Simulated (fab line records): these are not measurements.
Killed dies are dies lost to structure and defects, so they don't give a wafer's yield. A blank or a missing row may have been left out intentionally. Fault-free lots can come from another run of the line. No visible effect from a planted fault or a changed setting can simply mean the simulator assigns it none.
Which tool is to blame? + flow nand harc + 21 wafers sampled from 7 lots at 1 step of a route of 1159

== WHAT THE GAUGES SHOWED, per wafer ==
NHARC_A_M1_CD_MEAS_09 targets a cd of 120 nm.
| lot  | measured     | on        | cd nm (nm)        |
|------|--------------|-----------|-------------------|
| L590 | day 17 22:08 | cd sem-03 | 120.7 120.4 119.9 |
| L589 | day 18 08:34 | cd sem-01 | 119.4 119.7 119.2 |
| L594 | day 18 12:30 | cd sem-02 | 120.1 119.2 120.5 |
| L603 | day 20 15:59 | cd sem-03 | 119.8 120.0 119.9 |
| L605 | day 21 09:11 | cd sem-02 | 119.2 118.9 119.9 |
| L608 | day 22 02:41 | cd sem-03 | 119.8 119.5 120.5 |
| L611 | day 23 07:37 | cd sem-03 | 119.5 119.5 120.2 |

== EACH LOT AND THE TOOL THAT RAN IT (in order: tool; ch and the chambers of the sampled wafers; start) ==
There is no process step in the record ahead of these readings.

== THE ANSWER, worked out from the rows above alone ==
Rule: the lots themselves supply what counts as usual. The widest of any qualifying gaps counts: lots, ordered by their means at a reading, are off when they make up no more than a third of the lots, leave a main group of 4 or more, and stand apart from it by 3 or more times the standard deviation of that group's means. If all means in a main group match to the digits the tables above print for the reading, that group is not used. A lot without any number at a reading at which 4 lots or more have one is off too. The other lots that the step has rows for count as sound.
None of the lots is off at any reading shown; this tells nothing.

== WHAT THE SIMULATOR PUT IN ==
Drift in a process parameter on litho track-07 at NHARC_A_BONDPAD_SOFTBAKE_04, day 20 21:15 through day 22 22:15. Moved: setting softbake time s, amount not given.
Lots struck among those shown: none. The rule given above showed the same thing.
